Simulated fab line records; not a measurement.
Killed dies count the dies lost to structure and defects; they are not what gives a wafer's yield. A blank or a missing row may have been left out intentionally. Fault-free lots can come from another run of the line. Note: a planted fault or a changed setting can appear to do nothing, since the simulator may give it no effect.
Matching of chambers + flow n5 finfet + 3 sister chambers for N5_BEOL_M0_PRE_CLEAN_131 on cvd co-01
The step time 15 s. 3 wafers are shown with their chamber, then 11 later ones without.

## WAFERS PAIRED WITH THEIR CHAMBERS
| wafer  | chamber | heater power w (W) |
|--------|---------|--------------------|
| L263.2 | 1       | 73                 |
| L264.5 | 0       | 77                 |
| L266.3 | 2       | 97                 |

## WAFERS MISSING THEIR CHAMBER
| wafer  | heater power w (W) |
|--------|--------------------|
| L266.4 | 99                 |
| L266.5 | 78                 |
| L270.2 | 73                 |
| L270.3 | 97                 |
| L270.4 | 79                 |
| L272.1 | 77                 |
| L272.2 | 71                 |
| L272.3 | 96                 |
| L275.2 | 80                 |
| L275.3 | 95                 |
| L275.6 | 78                 |

## WHICH CHAMBER EACH ONE RAN IN
| wafer  | from the rows above | in truth |
|--------|---------------------|----------|
| L266.4 | 2                   | 2        |
| L266.5 | 0                   | 0        |
| L270.2 | 1                   | 1        |
| L270.3 | 2                   | 2        |
| L270.4 | 0                   | 0        |
| L272.1 | 0                   | 0        |
| L272.2 | 1                   | 1        |
| L272.3 | 2                   | 2        |
| L275.2 | 0                   | 0        |
| L275.3 | 2                   | 2        |
| L275.6 | 0                   | 0        |
11 of 11 placed correctly. Number that these rows cannot place: 0. Placed wrongly: 0.
How it was worked out, from the rows above alone: a wafer's distance from a chamber is the root of the sum, over the readings, of the square of ((its reading less the chamber's mean) divided by the reading's scatter). The wafer belongs to the nearest chamber; if the next one is less than 2 further off, it can't be placed. Each chamber's mean is taken over the wafers shown for it. The scatter (one wafer shown for each chamber): square how far every hidden wafer sits from the nearest shown wafer, average those squares and take the square root.
